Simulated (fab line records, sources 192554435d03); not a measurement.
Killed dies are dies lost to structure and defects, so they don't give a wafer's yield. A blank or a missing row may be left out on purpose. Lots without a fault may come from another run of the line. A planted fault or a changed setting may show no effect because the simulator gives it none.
fab line records | flow n5_finfet
record lots=5 wafers=15 last_day=17
route steps=1938 shown BEOL_M10@1512 PASSIVATION@1936
lots that met no fault: from a run of the same line without faults
start_h: hours from the record's first day to the start of the lot's first wafer shown | wait_h: hours since the lot's step before | " the same as in the row above | L1.1+2: a row that stands for several wafers | - no value, or no start given | * or withheld: withheld | < > ~ a bound
route shown NAME@n: a module of which the file shows steps, and the number in the route of the first | usual: mean/standard deviation of fault-free wafers | same: alike in all rows | chamber/n: place in a boat | sites: the reading at each site | _std_site: their standard deviation | _edge_site: outer sites' mean less inner sites' | radius_mm: how far each site lies from the wafer's centre | mask NAME#n: copy n | behind: the tool/chamber that last shaped the wafer | hold: why the lot was held/for how many hours/how that ended | device: the transistor (n, p or np) that didn't switch | end of line: the same wafers' tests at the end of the route | a step without rows: its recipe alone | killed: dies lost to structure and defects at the first sort, not the wafer's yield | map: a wafer's dies, x killed, . not, _ none there
set.NAME: the setting as run; set.NAME@STEP: as run at that earlier step | model.NAME: the simulator's own value behind a step, which no gauge read
lots at some steps of the route; a table a step, a row a wafer
services: from which hour (start_h, from the record's first day; less than 0 if before it) a tool's chamber was out of use, for how many hours, and why
## steps
# step N5_BEOL_M10_TRENCH_ETCH_37
# recipe chemistry=C4F6/O2 target_depth_a=1488.3 target=SiCOH_lowk time_s=48 ion_energy_ev=250 pressure_mtorr=30 source_w=345 bias_w=185 Ar_flow_sccm=300 C4F6_flow_sccm=10 O2_flow_sccm=10
# usual drypump_motor_current_A=5.4/0.37 mfc_ar_sccm=299.9/0.98 oes_o_777_au=0.73/0.081 oes_product_au=0.74/0.076 rf_vpp_V=666/9.7 showerhead_plenum_p_Torr=2.81/0.1 throttle_valve_pct=20.96/0.18
# columns lot.wafer tool chamber start_h wait_h drypump_motor_current_A mfc_ar_sccm oes_o_777_au oes_product_au rf_hours_counter_h rf_vpp_V showerhead_plenum_p_Torr throttle_valve_pct
L463.1 rie_diel-04 0 - - 5.9 299.6 0.67 0.68 210 658 2.71 21.12
L463.2 " 3 " " 5.6 300.2 0.65 0.69 208 683 2.70 20.89
L463.5 " 0 " " 5.8 298.9 0.67 0.68 - 657 2.71 21.12
L462.1 rie_diel-04 1 - - 5.3 300.5 0.70 0.70 231 658 2.94 21.21
L462.2 " 0 " " 5.9 299.1 0.67 0.69 212 658 2.71 21.13
L462.5 " 3 " " 5.6 302.0 0.65 0.69 - 683 2.70 20.89
L469.2 rie_diel-04 2 - - 4.8 299.8 0.85 0.84 67 676 2.77 20.85
L469.3 " 3 " " 5.6 299.1 0.64 0.68 219 680 2.69 20.89
L469.6 " 1 " " 5.3 300.0 0.69 0.68 - 659 2.93 21.23
L479.1 rie_diel-05 1 - - 5.5 298.8 0.66 0.69 240 674 2.71 21.19
L479.3 " 2 " " 5.9 299.1 0.70 0.67 247 671 2.92 20.91
L479.4 " 3 " " 5.7 299.9 0.78 0.81 70 672 2.99 20.84
L483.3 rie_diel-02 3 - - 5.4 296.6 0.80 0.82 91 663 2.86 20.86
L483.5 " 0 " " 5.7 298.2 0.65 0.66 - 673 2.70 21.11
L483.6 " 1 " " 4.9 299.8 0.78 0.78 - 655 2.88 20.79
# step N5_BEOL_M10_ETCH_41
# recipe chemistry=CH3F/O2 target=SiCN target_depth_a=426 taper_deg=2 time_s=86 ion_energy_ev=120 mask_material=TiN pressure_mtorr=30 source_w=395 bias_w=75 Ar_flow_sccm=150 CH3F_flow_sccm=30 O2_flow_sccm=20
# step N5_BEOL_M10_STRIP_77
# recipe chemistry=N2/H2 time_s=10 power_w=450 temp_c=40 pressure_mtorr=20 rf_frequency_hz=6e+07 bias_power_w=7 n2_flow_sccm=200 h2_flow_sccm=200
# step N5_BEOL_M10_OCD_MEAS_38
# usual trench_depth_nm=146.9/1.8
# columns lot.wafer tool chamber start_h wait_h trench_depth_nm
L463.1 ocd-01 - 234.06 - 145.5
L463.2 " - " " 144.2
L463.5 " - " " 144.8
L462.1 ocd-01 - 236.63 - 147.3
L462.2 " - " " 148.0
L462.5 " - " " 146.6
L469.2 ocd-01 - 262.05 - 148.3
L469.3 " - " " 146.0
L469.6 " - " " 146.3
L479.1 ocd-02 - 328.53 - 144.9
L479.3 " - " " 147.1
L479.4 " - " " 143.1
L483.3 ocd-01 - 345.09 - 147.5
L483.5 " - " " 146.6
L483.6 " - " " 148.6
# step N5_BEOL_M10_HM_STRIP_39
# recipe chemistry=peroxide_tin_strip material=TiN target_depth_a=250 temp_c=50 time_s=158
# step N5_BEOL_M10_SRD_40
# recipe time_s=30 temp_c=23 rinse_liquid=diw dry=ipa_marangoni
# step N5_BEOL_M10_PRECLEAN_42
# recipe chemistry=residue_remover time_s=60 temp_c=40
# step N5_BEOL_M10_SRD_43
# recipe time_s=30 temp_c=23 rinse_liquid=diw dry=ipa_marangoni
# step N5_BEOL_M10_CD_MEAS_35
# recipe target_cd_nm=70 polarity=opening
# usual cd_nm=70.3/0.55
# columns lot.wafer tool chamber start_h wait_h cd_nm
L463.1 cd_sem-02 - 234.22 0.0 71.4
L463.2 " - " " 70.5
L463.5 " - " " 70.7
L462.1 cd_sem-02 - 236.78 0.0 70.3
L462.2 " - " " 70.0
L462.5 " - " " 70.0
L469.2 cd_sem-01 - 262.20 0.0 70.4
L469.3 " - " " 70.9
L469.6 " - " " 70.3
L479.1 cd_sem-03 - 328.68 0.0 70.5
L479.3 " - " " 70.9
L479.4 " - " " 70.9
L483.3 cd_sem-01 - 345.25 0.0 70.2
L483.5 " - " " 71.8
L483.6 " - " " 70.7
# step N5_BEOL_M10_CURE_72
# recipe temp_c=370 time_s=120 ambient=DMADMS/He material=SiCOH_lowk
# usual lamp_power_pct=52.31/0.055 wafer_temp_C_max=371.9/0.69
# columns lot.wafer tool chamber start_h wait_h lamp_power_pct wafer_temp_C_max
L463.1 uv_cure-01 2 234.26 0.0 52.33 371.7
L463.2 " 2 " " 52.34 372.1
L463.5 " 2 " " 52.32 372.1
L462.1 uv_cure-02 0 237.14 0.4 52.27 372.0
L462.2 " 0 " " 52.33 371.8
L462.5 " 0 " " 52.26 371.9
L469.2 uv_cure-01 2 262.29 0.1 52.32 371.5
L469.3 " 2 " " 52.38 371.8
L469.6 " 2 " " 52.18 372.2
L479.1 uv_cure-03 2 328.72 0.0 52.28 372.8
L479.3 " 2 " " 52.32 372.2
L479.4 " 2 " " 52.33 373.1
L483.3 uv_cure-02 1 345.39 0.1 52.35 371.4
L483.5 " 1 " " 52.33 371.7
L483.6 " 1 " " 52.39 371.9
# step N5_BEOL_M10_DEGAS_44
# recipe ambient=vacuum temp_c=250 time_s=60
# usual heater_power_w=349/65 susceptor_temp_C=250.02/0.18
# columns lot.wafer tool chamber start_h wait_h heater_power_w susceptor_temp_C
L463.1 pvd_sputter-01 - 234.93 0.6 327 250.01
L463.2 " - " " 337 250.06
L463.5 " - " " 284 249.90
L462.1 pvd_sputter-03 - 237.49 0.3 333 250.02
L462.2 " - " " 288 249.97
L462.5 " - " " 301 250.20
L469.2 pvd_sputter-02 - 262.71 0.4 405 250.11
L469.3 " - " " 274 249.76
L469.6 " - " " 360 249.79
L479.1 pvd_sputter-01 - 330.25 1.5 285 250.29
L479.3 " - " " 339 249.98
L479.4 " - " " 325 249.94
L483.3 pvd_sputter-03 - 345.63 0.2 462 249.79
L483.5 " - " " 304 250.13
L483.6 " - " " 276 249.52
# step N5_BEOL_M10_PRE_CLEAN_45
# recipe gas=H2/He time_s=30 temp_c=250
# usual heater_power_w=349/65 susceptor_temp_C=250.00/0.16
# columns lot.wafer tool chamber start_h wait_h heater_power_w susceptor_temp_C
L463.1 pvd_sputter-01 - 234.97 0.0 328 249.77
L463.2 " - " " 339 249.88
L463.5 " - " " 292 250.06
L462.1 pvd_sputter-03 - 237.53 0.0 333 250.01
L462.2 " - " " 273 250.02
L462.5 " - " " 310 250.26
L469.2 pvd_sputter-02 - 262.75 0.0 407 249.87
L469.3 " - " " 276 249.89
L469.6 " - " " 368 250.13
L479.1 pvd_sputter-01 - 330.29 0.0 288 250.24
L479.3 " - " " 344 250.31
L479.4 " - " " 329 250.09
L483.3 pvd_sputter-03 - 345.67 0.0 476 250.16
L483.5 " - " " 308 250.16
L483.6 " - " " 283 250.10
# step N5_BEOL_M10_ALD_74
# recipe material=TaN target_thk_a=20 temp_c=275 ald_precursor_family=PDMAT ald_co_reactant=NH3 pressure_torr=3 carrier_flow_sccm=1500 pulse_time_s=2 purge_time_s=3 co_reactant_purge_time_s=2 co_reactant_pulse_time_s=3 ald_cycles=40 precursor_vessel_temp_c=75 precursor_vessel_pressure_torr=26.25 precursor_vessel_carrier_sccm=1000
# usual ald_cycles=40/0 heater_power_w=413/39 precursor_vessel_temp_c=75.02/0.12 susceptor_temp_C=274.98/0.17
# columns lot.wafer tool chamber start_h wait_h ald_cycles heater_power_w precursor_vessel_temp_c susceptor_temp_C
L463.1 ald_metal-02 0 235.03 0.0 40 370 74.98 274.69
L463.2 " 1 " " 40 386 75.20 274.84
L463.5 " 0 " " 40 360 74.89 274.73
L462.1 ald_metal-03 3 237.63 0.1 40 396 74.82 274.96
L462.2 " 1 " " 40 389 74.94 274.56
L462.5 " 2 " " 40 424 75.08 275.04
L469.2 ald_metal-02 0 262.85 0.1 40 369 75.19 275.03
L469.3 " 1 " " 40 386 75.21 275.02
L469.6 " 1 " " 42 378 75.34 275.09
L479.1 ald_metal-03 0 330.36 0.0 40 440 75.10 274.87
L479.3 " 3 " " 40 398 75.00 274.94
L479.4 " 1 " " 40 386 75.04 274.90
L483.3 ald_metal-01 1 345.80 0.1 40 487 75.28 274.98
L483.5 " 2 " " 40 465 74.91 275.01
L483.6 " 3 " " 40 412 75.10 275.36
# step N5_BEOL_M10_SURFACE_TREAT_76
# recipe gas=Ar time_s=* ion_energy_ev=* ion_current_ma_cm2=0.5 pressure_mtorr=* ar_flow_sccm=30
# usual throttle_valve_pct=*
# columns lot.wafer tool chamber start_h wait_h throttle_valve_pct
L463.1 pvd_sputter-01 - 235.35 0.2 *
L463.2 " - " " *
L463.5 " - " " *
L462.1 pvd_sputter-03 - 237.97 0.2 *
L462.2 " - " " *
L462.5 " - " " *
L469.2 pvd_sputter-02 - 263.83 0.9 *
L469.3 " - " " *
L469.6 " - " " *
L479.1 pvd_sputter-01 - 330.91 0.4 *
L479.3 " - " " *
L479.4 " - " " *
L483.3 pvd_sputter-03 - 346.37 0.4 *
L483.5 " - " " *
L483.6 " - " " *
# step N5_PASSIVATION_PROBE_49
# usual defect_limited_yield=91.7/1.5 killed_at_M0_to_M3=32/9.6 killed_at_M4_up=13/5.3 killed_at_contacts=12/6.8 killed_at_front_end=36/9.8 killed_at_other=4/3.1 killed_dies=98/17 killed_open=65/13 killed_short=32/8.5 sort_bin_5_function=4.9/0.93 sort_bin_6_memory=3.2/0.67 sort_bin_8_speed=0.00/0.02 sort_n_pass=1082/17 sort_yield_pct=91.7/1.4
# same gross_dies=1180 killed_at_back_side=0 sort_bin_4_leakage[%]=0
# columns lot.wafer tool chamber start_h wait_h defect_limited_yield[%] killed_at_M0_to_M3 killed_at_M4_up killed_at_contacts killed_at_front_end killed_at_other killed_dies killed_open killed_short sort_bin_5_function[%] sort_bin_6_memory[%] sort_bin_8_speed[%] sort_n_pass sort_yield_pct[%]
L462.1 prober-02 - 288.27 0.0 91.9 50 5 5 31 4 95 54 41 4.7 3.0 0 1085 91.9
L462.2 prober-02 - 288.32 0.1 92.0 40 7 6 37 4 94 63 30 4.5 3.2 0 1086 92.0
L462.5 prober-02 - 288.47 0.2 93.6 41 11 4 17 3 76 48 28 4.2 1.9 0 1104 93.6
L469.2 prober-02 - 309.93 0.1 88.5 44 12 39 40 1 136 102 33 7.2 4.2 0 1044 88.5
L469.3 prober-02 - 309.98 0.1 91.1 37 17 16 31 4 105 72 32 5.0 3.6 0 1075 91.1
L469.6 prober-02 - 310.13 0.3 90.6 32 20 21 35 3 111 78 33 6.1 3.1 0 1069 90.6
# killed by level:class
L462.1 BEOL_M3:geometric_particle:open=14 BEOL_M0_SAQP:geometric_particle:short=10 BEOL_M3:geometric_particle:short=7 BEOL_M0_SAQP:geometric_particle:open=6 FIN_SAQP:geometric_particle:short=5 FIN_SAQP:geometric_particle:open=5 GATE_CUT:geometric_particle:short=5 BEOL_M2:geometric_particle:open=5
L462.2 BEOL_M0_SAQP:geometric_particle:open=12 FIN_SAQP:geometric_particle:open=9 BEOL_M0_SAQP:geometric_particle:short=7 MOL_CONTACT_COAG:geometric_particle:open=6 FIN_SAQP:geometric_particle:short=5 DUMMY_GATE:geometric_particle:open=5 GATE_CUT:geometric_particle:short=5 BEOL_M1:geometric_particle:open=5
L462.5 BEOL_M0_SAQP:geometric_particle:open=8 BEOL_M3:geometric_particle:open=8 BEOL_M0_SAQP:geometric_particle:short=6 BEOL_M3:geometric_particle:short=6 BEOL_M4:geometric_particle:open=5 MOL_CONTACT_COAG:geometric_particle:open=4 BEOL_M0:geometric_particle:short=4 FIN_SAQP:geometric_particle:open=3
L469.2 MOL_CONTACT_COAG:geometric_particle:open=32 BEOL_M2:geometric_particle:open=12 BEOL_M0_SAQP:geometric_particle:open=10 FIN_SAQP:geometric_particle:short=9 BEOL_M0_SAQP:geometric_particle:short=8 FIN_SAQP:geometric_particle:open=7 STI_FIN_REVEAL:geometric_particle:open=7 MOL_CONTACT_COAG:geometric_particle:short=7
L469.3 MOL_CONTACT_COAG:geometric_particle:open=14 BEOL_M2:geometric_particle:open=11 BEOL_M0:geometric_particle:open=8 DUMMY_GATE:geometric_particle:open=7 BEOL_M0_SAQP:geometric_particle:short=7 STI_FIN_REVEAL:geometric_particle:open=5 BEOL_M3:geometric_particle:open=4 BEOL_M4:geometric_particle:open=4
L469.6 MOL_CONTACT_COAG:geometric_particle:open=17 STI_FIN_REVEAL:geometric_particle:open=16 BEOL_M4:geometric_particle:open=9 BEOL_M0_SAQP:geometric_particle:short=6 BEOL_M1:geometric_particle:open=6 STARTING-WAFER:geometric_particle:open=6 MOL_CONTACT_COAG:geometric_particle:short=4 BEOL_M2:geometric_particle:open=4
## services
# columns tool chamber start_h hours kind
rie_diel-04 - 212.45 14.6 pm
rie_diel-05 0 213.96 11.5 repair
ald_metal-02 3 220.36 5.6 repair
uv_cure-02 - 225.05 0.6 repair
rie_diel-05 - 227.23 15.6 pm
ald_metal-01 - 253.21 8.7 pm
rie_diel-05 1 253.43 2.5 repair
uv_cure-03 - 258.81 7.5 pm
rie_diel-02 - 273.16 0.6 repair
rie_diel-05 - 278.82 0.5 repair
rie_diel-05 2 282.21 3.3 repair
rie_diel-04 1 289.29 - clean
rie_diel-04 1 289.29 - consumable_replace:focus_ring
rie_diel-04 1 289.29 17.8 scheduled_down
rie_diel-04 1 289.29 17.8 vent_cycle
ald_metal-02 0 291.48 1.9 repair
rie_diel-02 3 310.74 16.3 repair
rie_diel-04 0 330.12 3.0 repair
uv_cure-03 - 331.59 0.8 repair
rie_diel-05 2 333.81 16.7 repair
rie_diel-04 0 341.05 - clean
rie_diel-04 0 341.05 - consumable_replace:focus_ring
rie_diel-04 0 341.05 - consumable_replace:showerhead
rie_diel-04 0 341.05 16.7 scheduled_down
## key
first_sign step=N5_BEOL_M10_ALD_74 reading=ald_cycles direction=up sigmas=99+ usual=* struck=*
effect none on later readings
met_at N5_BEOL_M10_ALD_74
struck_wafers L469.6
onset_between 235.03 262.85
fault kind=process_parameter_drift tool=ald_metal-02 chamber=- onset_h=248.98 steps=N5_BEOL_M10_ALD_74 channel=ald_cycles offset=* shape=step end_h=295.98 scope=struck_wafers_only acts_in=* stated=*
